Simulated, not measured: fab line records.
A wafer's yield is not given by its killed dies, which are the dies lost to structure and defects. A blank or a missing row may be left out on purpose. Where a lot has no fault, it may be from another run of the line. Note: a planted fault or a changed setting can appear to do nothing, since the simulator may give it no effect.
Chamber matching / flow n5_finfet / 4 sister chambers for N5_BEOL_M0_CUTY_DESCUM_61 on rie_diel-05
The step chemistry O2, time 7.9 s. 4 wafers are shown with their chamber, then 9 later ones without.

== WAFERS WITH THEIR CHAMBER ==
wafer=L081.6; chamber=3; showerhead_plenum_p_Torr (Torr)=2.13
wafer=L086.1; chamber=0; showerhead_plenum_p_Torr (Torr)=2.12
wafer=L086.4; chamber=2; showerhead_plenum_p_Torr (Torr)=2.05
wafer=L086.6; chamber=1; showerhead_plenum_p_Torr (Torr)=2.03

== WAFERS WITH NO CHAMBER GIVEN ==
wafer=L089.4; showerhead_plenum_p_Torr (Torr)=2.03
wafer=L089.5; showerhead_plenum_p_Torr (Torr)=2.05
wafer=L089.6; showerhead_plenum_p_Torr (Torr)=2.12
wafer=L093.1; showerhead_plenum_p_Torr (Torr)=2.03
wafer=L093.4; showerhead_plenum_p_Torr (Torr)=2.04
wafer=L093.6; showerhead_plenum_p_Torr (Torr)=2.03
wafer=L096.3; showerhead_plenum_p_Torr (Torr)=2.11
wafer=L096.4; showerhead_plenum_p_Torr (Torr)=2.12
wafer=L096.6; showerhead_plenum_p_Torr (Torr)=2.04

== EACH ONE'S CHAMBER ==
wafer=L089.4; from the rows above=1; in truth=1
wafer=L089.5; from the rows above=2; in truth=2
wafer=L089.6; from the rows above=can't be placed: 0 or 3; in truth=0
wafer=L093.1; from the rows above=1; in truth=1
wafer=L093.4; from the rows above=can't be placed: 2 or 1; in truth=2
wafer=L093.6; from the rows above=1; in truth=1
wafer=L096.3; from the rows above=can't be placed: 0 or 3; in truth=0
wafer=L096.4; from the rows above=can't be placed: 0 or 3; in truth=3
wafer=L096.6; from the rows above=can't be placed: 2 or 1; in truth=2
Correctly placed: 4 of 9. From these rows, 5 cannot be placed; in 5 the true chamber is one of the candidates. Wrongly placed: 0.
How it was worked out, from the rows above alone: a wafer's distance from a chamber is the root of the sum, over the readings, of the square of ((its reading less the chamber's mean) divided by the reading's scatter). The wafer belongs to the nearest chamber; if the next one is less than 2 further off, it can't be placed. The mean given for a chamber averages the wafers shown for that chamber. The scatter: root of mean squared gap, hidden wafer to nearest shown wafer, with one shown wafer a chamber.
